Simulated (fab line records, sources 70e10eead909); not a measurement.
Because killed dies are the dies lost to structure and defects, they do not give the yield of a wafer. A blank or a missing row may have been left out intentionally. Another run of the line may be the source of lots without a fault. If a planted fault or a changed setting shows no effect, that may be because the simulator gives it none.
fab line records -- flow nand-harc
record: lots: 7, wafers: 21, last-day: 23
route steps=1159 shown P_M1@306 P_M2@318 END@1159
lots that met no fault: from a run of the same line without faults
start-h: hours from the record's first day to the start of the lot's first wafer shown -- wait-h: time in hours since the lot's previous step -- " unchanged from the row above -- L1.1+2: a row that stands for several wafers -- - value missing, or start not given -- * or withheld: withheld -- < > ~ a bound
route shown NAME@n: a module of which the file shows steps, and the number in the route of the first -- usual: mean/standard deviation taken from wafers without a fault -- same: alike in all rows -- chamber/n: place in a boat -- sites: each site's reading -- _std_site: standard deviation of those values -- _edge_site: outer sites' mean less inner sites' -- radius-mm: how far each site lies from the wafer's centre -- mask NAME#n: copy n -- behind: the last tool/chamber to shape the wafer -- hold: reason for holding the lot/hours on hold/outcome of the hold -- device: the n, p or np transistor that did not switch -- end of line: the tests these same wafers got at the end of their route -- a step without rows: its recipe alone -- killed: count of dies lost to structure and defects at first sort (not the wafer's yield) -- map: the dies of a wafer, with x for killed, . for not killed, _ for no die there
set.NAME: the run value of the setting; set.NAME@STEP: its run value at that earlier step -- model.NAME: the simulator's own value behind a step, which no gauge read
lots at some steps of the route; a table a step, a row a wafer
services: a tool's chamber out of use, with start hour (start-h, from the record's first day; less than 0 if before it), hours out, and reason
== steps ==
step: NHARC_P_M1_PRE_CLEAN_30
recipe: time-s: 30, temp-c: 280, gas: H2/He
usual: heater-power-w: 412/54, susceptor-temp-C: 279.99/0.18
lot.wafer,tool,chamber,start-h,wait-h,heater-power-w,susceptor-temp-C
L868.1,pvd-sputter-03,-,-,-,455,279.98
L868.5,pvd-sputter-03,-,-,-,310,280.12
L868.6,pvd-sputter-03,-,-,-,435,280.07
L871.4,pvd-sputter-02,-,-,-,363,279.76
L871.3,pvd-sputter-02,-,-,-,359,279.84
L871.2,pvd-sputter-02,-,-,-,443,279.84
L873.3,pvd-sputter-03,-,-,-,477,279.96
L873.4,pvd-sputter-03,-,-,-,454,279.92
L873.5,pvd-sputter-03,-,-,-,473,279.92
L874.2,pvd-sputter-03,-,-,-,463,280.35
L874.4,pvd-sputter-03,-,-,-,314,279.97
L874.5,pvd-sputter-03,-,-,-,483,280.13
L875.4,pvd-sputter-02,-,-,-,452,280.08
L875.3,pvd-sputter-02,-,-,-,360,279.74
L875.5,pvd-sputter-02,-,-,-,432,279.81
L877.2,pvd-sputter-02,-,-,-,360,279.93
L877.4,pvd-sputter-02,-,-,-,367,280.03
L877.5,pvd-sputter-02,-,-,-,360,280.16
L886.2,pvd-sputter-02,-,-,-,360,279.84
L886.3,pvd-sputter-02,-,-,-,365,279.89
L886.1,pvd-sputter-02,-,-,-,342,279.60
step: NHARC_P_M1_PVD_20
recipe: target-thk-a: 50, bias-v: 168.6, power-w: 15000, chamber-pressure-pa: 0.12, time-s: 8.06, substrate-temp-c: 50, material: TaN
usual: chamber-pressure-pa: 0.12003/0.00023, throttle-valve-pct: 30.3/0.7
lot.wafer,tool,chamber,start-h,wait-h,chamber-pressure-pa,throttle-valve-pct
L868.1,pvd-sputter-03,-,-,-,0.11999,28.7
L868.5,pvd-sputter-03,-,-,-,0.12019,30.6
L868.6,pvd-sputter-03,-,-,-,0.11993,28.7
L871.4,pvd-sputter-02,-,-,-,0.12024,30.5
L871.2,pvd-sputter-02,-,-,-,0.11959,30.8
L871.3,pvd-sputter-02,-,-,-,0.12048,29.8
L873.3,pvd-sputter-03,-,-,-,0.11997,29.0
L873.4,pvd-sputter-03,-,-,-,0.12027,30.8
L873.5,pvd-sputter-03,-,-,-,0.11979,30.7
L874.2,pvd-sputter-03,-,-,-,0.11997,30.6
L874.4,pvd-sputter-03,-,-,-,0.12013,30.8
L874.5,pvd-sputter-03,-,-,-,0.11989,30.8
L875.3,pvd-sputter-02,-,-,-,0.11983,31.0
L875.4,pvd-sputter-02,-,-,-,0.11978,30.4
L875.5,pvd-sputter-02,-,-,-,0.12002,31.0
L877.2,pvd-sputter-02,-,-,-,0.12,30.6
L877.4,pvd-sputter-02,-,-,-,0.12005,29.5
L877.5,pvd-sputter-02,-,-,-,0.12057,30.5
L886.3,pvd-sputter-02,-,-,-,0.12005,30.4
L886.1,pvd-sputter-02,-,-,-,0.12004,30.4
L886.2,pvd-sputter-02,-,-,-,0.12017,28.8
step: NHARC_P_M1_PVD_21
recipe: target-thk-a: 300, chamber-pressure-pa: 5, power-w: 5000, substrate-temp-c: 30, time-s: 20.49, material: Cu
usual: chamber-pressure-pa: 4.999/0.011, throttle-valve-pct: 30.2/0.69
lot.wafer,tool,chamber,start-h,wait-h,chamber-pressure-pa,throttle-valve-pct
L868.1,pvd-sputter-03,-,-,-,4.992,30.6
L868.5,pvd-sputter-03,-,-,-,4.997,28.9
L868.6,pvd-sputter-03,-,-,-,5.013,30.7
L871.4,pvd-sputter-02,-,-,-,5.001,30.9
L871.2,pvd-sputter-02,-,-,-,5.002,29.3
L871.3,pvd-sputter-02,-,-,-,5.002,29.3
L873.4,pvd-sputter-03,-,-,-,5.002,30.0
L873.3,pvd-sputter-03,-,-,-,5.011,30.8
L873.5,pvd-sputter-03,-,-,-,5.007,29.9
L874.4,pvd-sputter-03,-,-,-,4.993,30.0
L874.2,pvd-sputter-03,-,-,-,4.990,29.2
L874.5,pvd-sputter-03,-,-,-,5.020,30.5
L875.3,pvd-sputter-02,-,-,-,4.988,29.4
L875.4,pvd-sputter-02,-,-,-,4.995,31.0
L875.5,pvd-sputter-02,-,-,-,4.994,30.4
L877.2,pvd-sputter-02,-,-,-,5.024,30.8
L877.4,pvd-sputter-02,-,-,-,4.990,30.6
L877.5,pvd-sputter-02,-,-,-,4.997,29.5
L886.3,pvd-sputter-02,-,-,-,4.998,29.8
L886.1,pvd-sputter-02,-,-,-,4.970,28.7
L886.2,pvd-sputter-02,-,-,-,4.985,30.3
step: NHARC_P_M1_ECD_22
recipe: target-thk-a: 4000, bath-temp-c: 25, material: Cu
step: NHARC_P_M1_ANNEAL_31
recipe: temp-c: 225, time-s: 90
step: NHARC_P_M1_CMP_23
recipe: t-overpolish-s: 20, target-thk-nm: 157.82
step: NHARC_P_M1_THK_MEAS_24
recipe: thk-meas-gauge: xrf
usual: thk-nm: 158.2/1.3
lot.wafer,tool,chamber,start-h,wait-h,thk-nm
L868.1,film-metro-01,-,143.19,-,159.4
L868.5,film-metro-01,-,143.19,-,157.2
L868.6,film-metro-01,-,143.19,-,159.7
L871.2,film-metro-02,-,144.46,-,158.3
L871.3,film-metro-02,-,144.46,-,158.7
L871.4,film-metro-02,-,144.46,-,158.2
L873.3,film-metro-01,-,154.74,-,157.5
L873.4,film-metro-01,-,154.74,-,157.7
L873.5,film-metro-01,-,154.74,-,158.0
L874.2,film-metro-02,-,159.72,-,157.9
L874.4,film-metro-02,-,159.72,-,155.9
L874.5,film-metro-02,-,159.72,-,157.2
L875.3,film-metro-02,-,161.05,-,160.0
L875.4,film-metro-02,-,161.05,-,159.7
L875.5,film-metro-02,-,161.05,-,158.5
L877.2,film-metro-02,-,193.18,-,160.0
L877.4,film-metro-02,-,193.18,-,158.5
L877.5,film-metro-02,-,193.18,-,158.9
L886.1,film-metro-01,-,232.15,-,158.9
L886.2,film-metro-01,-,232.15,-,158.5
L886.3,film-metro-01,-,232.15,-,159.3
step: NHARC_P_M1_SRD_25
step: NHARC_P_M1_INSPECT_27
usual: raw-defect-count: 310/110
lot.wafer,tool,chamber,start-h,wait-h,raw-defect-count
L868.1,defect-inspect-01,-,143.34,0.0,218
L868.5,defect-inspect-01,-,143.34,0.0,237
L868.6,defect-inspect-01,-,143.34,0.0,226
L871.2,defect-inspect-01,-,144.61,0.0,382
L871.3,defect-inspect-01,-,144.61,0.0,213
L871.4,defect-inspect-01,-,144.61,0.0,315
L873.3,defect-inspect-02,-,154.90,0.0,327
L873.4,defect-inspect-02,-,154.90,0.0,294
L873.5,defect-inspect-02,-,154.90,0.0,499
L874.2,defect-inspect-02,-,159.88,0.0,249
L874.4,defect-inspect-02,-,159.88,0.0,465
L874.5,defect-inspect-02,-,159.88,0.0,737
L875.3,defect-inspect-01,-,161.20,0.0,268
L875.4,defect-inspect-01,-,161.20,0.0,154
L875.5,defect-inspect-01,-,161.20,0.0,453
L877.2,defect-inspect-01,-,193.34,0.0,511
L877.4,defect-inspect-01,-,193.34,0.0,315
L877.5,defect-inspect-01,-,193.34,0.0,442
L886.1,defect-inspect-01,-,232.31,0.0,377
L886.2,defect-inspect-01,-,232.31,0.0,352
L886.3,defect-inspect-01,-,232.31,0.0,261
step: NHARC_P_M1_PRE_CLEAN_32
recipe: time-s: 12, temp-c: 370, rf-power-w: 300, gas: NH3
usual: heater-power-w: 623/87, susceptor-temp-C: 369.98/0.2
lot.wafer,tool,chamber,start-h,wait-h,heater-power-w,susceptor-temp-C
L868.1,pecvd-04,2,143.42,0.1,608,370.16
L868.5,pecvd-04,2,143.42,0.1,613,370.24
L868.6,pecvd-04,0,143.42,0.1,613,369.87
L871.3,pecvd-04,0,144.68,0.1,598,370.00
L871.2,pecvd-04,1,144.68,0.1,437,370.15
L871.4,pecvd-04,2,144.68,0.1,556,369.97
L873.3,pecvd-01,1,154.98,0.1,565,370.06
L873.4,pecvd-01,1,154.98,0.1,576,369.99
L873.5,pecvd-01,2,154.98,0.1,599,369.85
L874.2,pecvd-01,2,159.96,0.1,582,369.81
L874.4,pecvd-01,1,159.96,0.1,496,370.48
L874.5,pecvd-01,2,159.96,0.1,570,370.11
L875.3,pecvd-04,1,161.29,0.1,487,370.12
L875.5,pecvd-04,2,161.29,0.1,658,370.13
L875.4,pecvd-04,0,161.29,0.1,646,369.88
L877.2,pecvd-01,1,193.44,0.1,563,369.87
L877.5,pecvd-01,2,193.44,0.1,598,370.32
L877.4,pecvd-01,0,193.44,0.1,734,369.88
L886.2,pecvd-04,0,232.38,0.1,658,370.17
L886.1,pecvd-04,1,232.38,0.1,455,370.03
L886.3,pecvd-04,2,232.38,0.1,608,369.71
step: NHARC_P_M1_DEP_33
recipe: target-thk-a: 300, temp-c: 370, target-thk-nm: 30, pressure-torr: 3, flow-sccm: 200, rf-w: 450, material: SiCN
usual: heater-power-w: 566/75, susceptor-temp-C: 369.99/0.23
lot.wafer,tool,chamber,start-h,wait-h,heater-power-w,susceptor-temp-C
L868.1,pecvd-04,2,143.53,0.1,494,369.79
L868.5,pecvd-04,2,143.53,0.1,506,369.74
L868.6,pecvd-04,0,143.53,0.1,557,370.03
L871.3,pecvd-04,0,144.76,0.1,539,369.87
L871.2,pecvd-04,1,144.76,0.1,465,370.06
L871.4,pecvd-04,2,144.76,0.1,599,370.09
L873.3,pecvd-01,1,155.08,0.1,444,369.98
L873.4,pecvd-01,1,155.08,0.1,440,370.01
L873.5,pecvd-01,2,155.08,0.1,552,370.00
L874.2,pecvd-01,2,160.06,0.1,583,369.84
L874.4,pecvd-01,1,160.06,0.1,489,369.89
L874.5,pecvd-01,2,160.06,0.1,462,369.84
L875.3,pecvd-04,1,161.43,0.1,461,369.96
L875.5,pecvd-04,2,161.43,0.1,594,369.98
L875.4,pecvd-04,0,161.43,0.1,498,370.21
L877.2,pecvd-01,1,193.58,0.1,469,369.90
L877.5,pecvd-01,2,193.58,0.1,567,369.97
L877.4,pecvd-01,0,193.58,0.1,662,369.69
L886.2,pecvd-04,0,232.46,0.1,585,369.90
L886.1,pecvd-04,1,232.46,0.1,469,369.84
L886.3,pecvd-04,2,232.46,0.1,502,370.45
step: NHARC_P_M2_DEP_00
recipe: target-thk-a: 1825, target-thk-nm: 182.5, temp-c: withheld, pressure-torr: 5, flow-sccm: 200, rf-w: 600, material: SiOC
lot.wafer,tool,chamber,start-h,wait-h
L868.1+6+5,pecvd-02,"0,1,0",144.03,-
L871.2+3+4,pecvd-04,"0,1,2",145.28,-
L873.3+4+5,pecvd-04,"2,2,0",155.56,-
L874.2+4+5,pecvd-01,"1,2,1",160.50,-
L875.3+5+4,pecvd-01,"0,2,1",161.78,-
L875.3+5+4,pecvd-01,"0,2,1",162.35,-
L877.2+4+5,pecvd-02,"0,2,1",193.95,-
L877.2+4+5,pecvd-02,"0,2,1",194.72,-
L886.1+3+2,pecvd-02,"2,0,1",232.87,-
L886.1+3+2,pecvd-02,"2,0,1",233.54,-
step: NHARC_P_M2_DEHYDRATE_01
recipe: temp-c: 150, time-s: 120
step: NHARC_END_SORT_01
recipe: temp-c: 25
usual: defect-limited-yield: 95.2/1.6, killed-at-array: 29/10, killed-at-other: 0.7/1.1, killed-at-periphery: 3.2/2.2, killed-dies: 33/11, killed-open: 3.5/1.8, killed-short: 2.0/1.4, sort_bin_2_pct: 1.5/0.61, sort_bin_3_pct: 0.29/0.22, sort_bin_4_pct: 3.1/1.1, sort-n-pass: 644/11, sort-rim-yield-pct: 95/3.3, sort-yield-pct: 95.2/1.6
same: gross-dies: 677, sort_bin_5_pct[%]: 0, sort_bin_6_pct[%]: 0, sort_bin_7_pct[%]: 0, sort_bin_8_pct[%]: 0, sort-rim-n-gross: 106.00
lot.wafer,tool,chamber,start-h,wait-h,defect-limited-yield[%],killed-at-array,killed-at-other,killed-at-periphery,killed-dies,killed-open,killed-short,sort_bin_2_pct[%],sort_bin_3_pct[%],sort_bin_4_pct[%],sort-n-pass,sort-rim-yield-pct[%],sort-yield-pct[%]
L868.1,prober-02,0,466.93,2.5,97.2,14,0,5,19,0,2,0.7,0.44,1.6,658,95,97.2
L868.5,prober-02,0,470.13,3.7,96.8,20,0,2,22,5,0,0.6,0.30,2.4,655,98,96.8
L868.6,prober-02,0,470.93,4.0,97.0,14,0,6,20,2,2,0.7,0,2.2,657,98,97.0
L873.3,prober-01,0,483.92,3.1,96.9,16,0,5,21,3,5,1.0,0.15,1.9,656,96,96.9
L873.4,prober-01,0,484.72,3.4,95.4,28,0,3,31,4,3,1.3,0.15,3.1,646,94,95.4
L873.5,prober-01,0,485.52,3.7,95.3,19,1,12,32,2,3,1.9,0.44,2.4,645,91,95.3
L875.3,prober-02,0,484.12,3.1,0,25,0,652,677,3,1,97.3,0,2.7,0,0,0
L875.4,prober-02,0,484.93,3.4,0,27,0,650,677,7,0,96.3,0.44,3.2,0,0,0
L875.5,prober-02,0,485.74,3.7,0,13,0,664,677,2,2,98.2,0.30,1.5,0,0,0
L871.2,prober-01,0,490.97,2.8,95.3,30,0,2,32,8,3,1.2,0.30,3.2,645,93,95.3
L871.3,prober-01,0,491.79,3.1,95.9,28,0,0,28,3,0,1.3,0.30,2.5,649,93,95.9
L871.4,prober-01,0,492.60,3.5,95.0,32,0,2,34,2,1,1.8,0.30,3.0,643,95,95.0
L874.2,prober-01,0,498.88,2.8,93.2,41,2,3,46,5,3,2.2,0.30,4.3,631,92,93.2
L874.4,prober-01,0,500.49,3.4,95.9,23,0,5,28,4,3,1.9,0.30,1.9,649,92,95.9
L874.5,prober-01,0,501.29,3.7,94.8,30,3,2,35,4,1,1.6,0.30,3.2,642,92,94.8
L877.2,prober-01,0,514.48,2.8,0,13,1,663,677,2,2,97.9,0,2.1,0,0,0
L877.4,prober-01,0,516.11,3.4,0,13,1,663,677,7,1,97.9,0,2.1,0,0,0
L877.5,prober-01,0,516.93,3.8,0,16,0,661,677,5,3,98.1,0.30,1.6,0,0,0
L886.1,prober-02,0,558.65,2.5,0,39,0,638,677,2,0,95.1,0.74,4.1,0,0,0
L886.2,prober-02,0,559.46,2.8,0,39,0,638,677,5,3,95.6,0.44,4.0,0,0,0
L886.3,prober-02,0,560.26,3.1,0,45,1,631,677,3,2,94.5,0.59,4.9,0,0,0
killed by level:class
L868.1 P_GATE:chamber-film-flake=5 A_WL_FILL:chamber-film-flake=4 A_STAIRCASE:chamber-film-flake=4 A_M0:chamber-film-flake=2 A_SOURCE_PLATE:geometric-particle:short=1 A_WL_FILL:geometric-particle:short=1 A_CHANNEL_HOLE_D1:chamber-film-flake=1 A_SLIT:chamber-film-flake=1
L868.5 A_M0:chamber-film-flake=5 A_STAIRCASE:chamber-film-flake=4 A_CONTACT:geometric-particle:open=3 A_CONTACT:chamber-film-flake=3 P_GATE:chamber-film-flake=2 A_WL_FILL:chamber-film-flake=2 A_WL_FILL:geometric-particle:open=1 A_BLC:geometric-particle:open=1
L868.6 P_GATE:chamber-film-flake=3 A_STAIRCASE:chamber-film-flake=2 A_WL_FILL:chamber-film-flake=2 A_CONTACT:chamber-film-flake=2 A_M0:chamber-film-flake=2 P_M1:geometric-particle:open=1 A_ONON_D1:geometric-particle:short=1 A_WL_FILL:geometric-particle:short=1
L873.3 A_SLIT:chamber-film-flake=6 A_SOURCE_PLATE:geometric-particle:short=2 A_M0:geometric-particle:short=2 P_BONDPAD:chamber-film-flake=2 A_CHANNEL_HOLE_D1:chamber-film-flake=2 P_GATE:geometric-particle:open=1 P_CONTACT:geometric-particle:open=1 A_CONTACT:geometric-particle:open=1
L875.3 P_M2:area-dep=651 A_CHANNEL_HOLE_D1:chamber-film-flake=18 A_STAIRCASE:chamber-film-flake=3 A_CONTACT:geometric-particle:open=2 P_M0:geometric-particle:open=1 A_WL_FILL:geometric-particle:short=1 A_CONTACT:chamber-film-flake=1
L873.4 A_SLIT:chamber-film-flake=12 A_CONTACT:chamber-film-flake=4 A_CHANNEL_HOLE_D1:chamber-film-flake=3 A_SOURCE_PLATE:geometric-particle:open=2 P_BONDPAD:chamber-film-flake=2 A_WL_FILL:chamber-film-flake=2 P_M1:geometric-particle:short=1 A_SOURCE_PLATE:geometric-particle:short=1
L875.4 P_M2:area-dep=646 A_CHANNEL_HOLE_D1:chamber-film-flake=16 A_CONTACT:chamber-film-flake=3 A_CONTACT:geometric-particle:open=2 P_STI:chamber-film-flake=2 A_STAIRCASE:chamber-film-flake=2 P_ZERO_WELL:geometric-particle:open=1 P_CONTACT:geometric-particle:open=1
L873.5 P_BONDPAD:chamber-film-flake=8 A_SLIT:chamber-film-flake=5 A_STAIRCASE:chamber-film-flake=4 A_CHANNEL_HOLE_D1:chamber-film-flake=3 P_STI:chamber-film-flake=2 A_CONTACT:chamber-film-flake=2 A_ONON_D1:geometric-particle:short=1 A_SGD_CUT:geometric-particle:open=1
L875.5 P_M2:area-dep=662 A_CHANNEL_HOLE_D1:chamber-film-flake=6 A_STAIRCASE:chamber-film-flake=2 A_CONTACT:chamber-film-flake=2 P_M0:geometric-particle:short=1 P_M1:geometric-particle:open=1 A_SOURCE_PLATE:geometric-particle:open=1 A_CHANNEL_HOLE_D1:geometric-particle:short=1
L871.2 A_SLIT:chamber-film-flake=10 A_STAIRCASE:chamber-film-flake=4 A_CONTACT:geometric-particle:open=3 A_BLC:geometric-particle:open=2 A_CHANNEL_HOLE_D1:chamber-film-flake=2 A_M1:chamber-film-flake=2 P_GATE:geometric-particle:short=1 P_CONTACT:geometric-particle:short=1
L871.3 A_SLIT:chamber-film-flake=11 A_CHANNEL_HOLE_D1:chamber-film-flake=5 A_STAIRCASE:chamber-film-flake=3 A_CONTACT:chamber-film-flake=3 A_M1:chamber-film-flake=3 A_ONON_D1:geometric-particle:open=1 A_CHANNEL_FILL_D1:geometric-particle:open=1 A_M0:geometric-particle:open=1
L871.4 A_SLIT:chamber-film-flake=10 A_CHANNEL_HOLE_D1:chamber-film-flake=5 A_SGD_CUT:chamber-film-flake=5 A_STAIRCASE:chamber-film-flake=4 A_ZERO_WELL:chamber-film-flake=2 A_M1:chamber-film-flake=2 P_CONTACT:geometric-particle:short=1 A_CONTACT:geometric-particle:open=1
L874.2 A_SLIT:chamber-film-flake=22 A_CHANNEL_HOLE_D1:chamber-film-flake=5 A_STAIRCASE:chamber-film-flake=3 A_SGD_CUT:chamber-film-flake=2 A_CONTACT:chamber-film-flake=2 THIN_TSV:chamber-film-flake=2 P_GATE:geometric-particle:open=1 P_M0:geometric-particle:open=1
L874.4 A_SLIT:chamber-film-flake=8 A_STAIRCASE:chamber-film-flake=3 A_WL_FILL:geometric-particle:short=2 P_BONDPAD:chamber-film-flake=2 A_CHANNEL_HOLE_D1:chamber-film-flake=2 A_SGD_CUT:chamber-film-flake=2 A_CONTACT:chamber-film-flake=2 P_M1:geometric-particle:open=1
L874.5 A_SLIT:chamber-film-flake=12 A_CHANNEL_HOLE_D1:chamber-film-flake=5 A_SGD_CUT:chamber-film-flake=3 A_CONTACT:chamber-film-flake=3 THIN_TSV:chamber-film-flake=3 A_STAIRCASE:chamber-film-flake=2 P_M2:geometric-particle:open=1 A_ONON_D1:geometric-particle:short=1
L877.2 P_M2:area-dep=660 A_CHANNEL_HOLE_D1:chamber-film-flake=5 P_M0:chamber-film-flake=2 A_CONTACT:chamber-film-flake=2 A_WL_FILL:geometric-particle:short=1 A_CONTACT:geometric-particle:open=1 A_CONTACT:geometric-particle:short=1 A_M0:geometric-particle:open=1
L877.4 P_M2:area-dep=658 A_STAIRCASE:chamber-film-flake=3 A_CONTACT:geometric-particle:open=2 A_M0:geometric-particle:open=2 P_GATE:chamber-film-flake=2 A_CONTACT:chamber-film-flake=2 P_CONTACT:geometric-particle:open=1 P_M1:geometric-particle:open=1
L877.5 P_M2:area-dep=657 A_CONTACT:chamber-film-flake=5 A_CONTACT:geometric-particle:open=3 P_GATE:chamber-film-flake=2 A_WL_FILL:chamber-film-flake=2 P_GATE:geometric-particle:short=1 A_CHANNEL_HOLE_D1:geometric-particle:open=1 A_CHANNEL_FILL_D1:geometric-particle:short=1
L886.1 P_M2:area-dep=633 A_SLIT:chamber-film-flake=17 A_CHANNEL_HOLE_D1:chamber-film-flake=16 P_M0:chamber-film-flake=4 A_CONTACT:chamber-film-flake=4 A_ONON_D1:geometric-particle:open=2 P_STI:chamber-film-flake=1
L886.2 P_M2:area-dep=633 A_CHANNEL_HOLE_D1:chamber-film-flake=17 A_SLIT:chamber-film-flake=13 A_CONTACT:chamber-film-flake=3 A_CONTACT:geometric-particle:open=2 P_M0:chamber-film-flake=2 P_GATE:geometric-particle:open=1 P_GATE:geometric-particle:short=1
L886.3 P_M2:area-dep=628 A_SLIT:chamber-film-flake=18 A_CHANNEL_HOLE_D1:chamber-film-flake=16 A_CONTACT:chamber-film-flake=4 P_M0:chamber-film-flake=2 A_ZERO_WELL:chamber-film-flake=2 A_ONON_D1:geometric-particle:open=1 A_CHANNEL_FILL_D1:geometric-particle:short=1
map L875.3 (x killed, . not)
____________x____________
_________xxxxxxx_________
_______xxxxxxxxxxx_______
______xxxxxxxxxxxxx______
_____xxxxxxxxxxxxxxx_____
____xxxxxxxxxxxxxxxxx____
____xxxxxxxxxxxxxxxxx____
___xxxxxxxxxxxxxxxxxxx___
___xxxxxxxxxxxxxxxxxxx___
__xxxxxxxxxxxxxxxxxxxxx__
__xxxxxxxxxxxxxxxxxxxxx__
_xxxxxxxxxxxxxxxxxxxxxxx_
_xxxxxxxxxxxxxxxxxxxxxxx_
_xxxxxxxxxxxxxxxxxxxxxxx_
_xxxxxxxxxxxxxxxxxxxxxxx_
_xxxxxxxxxxxxxxxxxxxxxxx_
xxxxxxxxxxxxxxxxxxxxxxxxx
xxxxxxxxxxxxxxxxxxxxxxxxx
xxxxxxxxxxxxxxxxxxxxxxxxx
xxxxxxxxxxxxxxxxxxxxxxxxx
xxxxxxxxxxxxxxxxxxxxxxxxx
_xxxxxxxxxxxxxxxxxxxxxxx_
_xxxxxxxxxxxxxxxxxxxxxxx_
_xxxxxxxxxxxxxxxxxxxxxxx_
_xxxxxxxxxxxxxxxxxxxxxxx_
_xxxxxxxxxxxxxxxxxxxxxxx_
__xxxxxxxxxxxxxxxxxxxxx__
__xxxxxxxxxxxxxxxxxxxxx__
___xxxxxxxxxxxxxxxxxxx___
___xxxxxxxxxxxxxxxxxxx___
____xxxxxxxxxxxxxxxxx____
____xxxxxxxxxxxxxxxxx____
_____xxxxxxxxxxxxxxx_____
______xxxxxxxxxxxxx______
_______xxxxxxxxxxx_______
_________xxxxxxx_________
____________x____________
map L877.2 (x killed, . not)
____________x____________
_________xxxxxxx_________
_______xxxxxxxxxxx_______
______xxxxxxxxxxxxx______
_____xxxxxxxxxxxxxxx_____
____xxxxxxxxxxxxxxxxx____
____xxxxxxxxxxxxxxxxx____
___xxxxxxxxxxxxxxxxxxx___
___xxxxxxxxxxxxxxxxxxx___
__xxxxxxxxxxxxxxxxxxxxx__
__xxxxxxxxxxxxxxxxxxxxx__
_xxxxxxxxxxxxxxxxxxxxxxx_
_xxxxxxxxxxxxxxxxxxxxxxx_
_xxxxxxxxxxxxxxxxxxxxxxx_
_xxxxxxxxxxxxxxxxxxxxxxx_
_xxxxxxxxxxxxxxxxxxxxxxx_
xxxxxxxxxxxxxxxxxxxxxxxxx
xxxxxxxxxxxxxxxxxxxxxxxxx
xxxxxxxxxxxxxxxxxxxxxxxxx
xxxxxxxxxxxxxxxxxxxxxxxxx
xxxxxxxxxxxxxxxxxxxxxxxxx
_xxxxxxxxxxxxxxxxxxxxxxx_
_xxxxxxxxxxxxxxxxxxxxxxx_
_xxxxxxxxxxxxxxxxxxxxxxx_
_xxxxxxxxxxxxxxxxxxxxxxx_
_xxxxxxxxxxxxxxxxxxxxxxx_
__xxxxxxxxxxxxxxxxxxxxx__
__xxxxxxxxxxxxxxxxxxxxx__
___xxxxxxxxxxxxxxxxxxx___
___xxxxxxxxxxxxxxxxxxx___
____xxxxxxxxxxxxxxxxx____
____xxxxxxxxxxxxxxxxx____
_____xxxxxxxxxxxxxxx_____
______xxxxxxxxxxxxx______
_______xxxxxxxxxxx_______
_________xxxxxxx_________
____________x____________
== services ==
tool,chamber,start-h,hours,kind
pecvd-02,-,153.20,13.0,pm
pecvd-02,0,153.20,13.0,vent-cycle
pecvd-02,1,153.20,13.0,vent-cycle
pecvd-02,2,153.20,13.0,vent-cycle
pecvd-02,0,166.20,-,clean
pecvd-02,1,166.20,-,clean
pecvd-02,2,166.20,-,clean
pecvd-04,2,177.51,5.0,repair
pecvd-04,-,195.00,13.0,pm
pecvd-04,0,195.00,13.0,vent-cycle
pecvd-04,1,195.00,13.0,vent-cycle
pecvd-04,2,195.00,13.0,vent-cycle
pecvd-04,0,208.00,-,clean
pecvd-04,1,208.00,-,clean
pecvd-04,2,208.00,-,clean
pvd-sputter-02,-,214.02,10.0,pm
== key ==
first-sign: step: NHARC_P_M2_DEP_00, reading: visit, direction: added
effect: step: NHARC_END_SORT_01, reading: killed-at-periphery, direction: up, sigmas: 99+, usual: 3.2, struck: 651.1
more-kills-born-at: NHARC_P_M2_DEP_00@pecvd-02: 3869, NHARC_P_M2_DEP_00@pecvd-01: 1959
met-at NHARC_P_M2_DEP_00
struck-wafers L875.3,L875.4,L875.5,L877.2,L877.4,L877.5,L886.1,L886.2,L886.3
later-rows-left-out L875.3,L875.4,L875.5,L877.2,L877.4,L877.5,L886.1,L886.2,L886.3
fault: kind: repeated-step-whole, tool: pecvd-01,pecvd-02,pecvd-04, chamber: -, onset-h: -, steps: NHARC_P_M2_DEP_00, times: 1, scope: struck-lots-only
later-rows-left-out: the simulator's readings of these wafers behind a module that went badly wrong aren't trusted and aren't shown, but for the sort
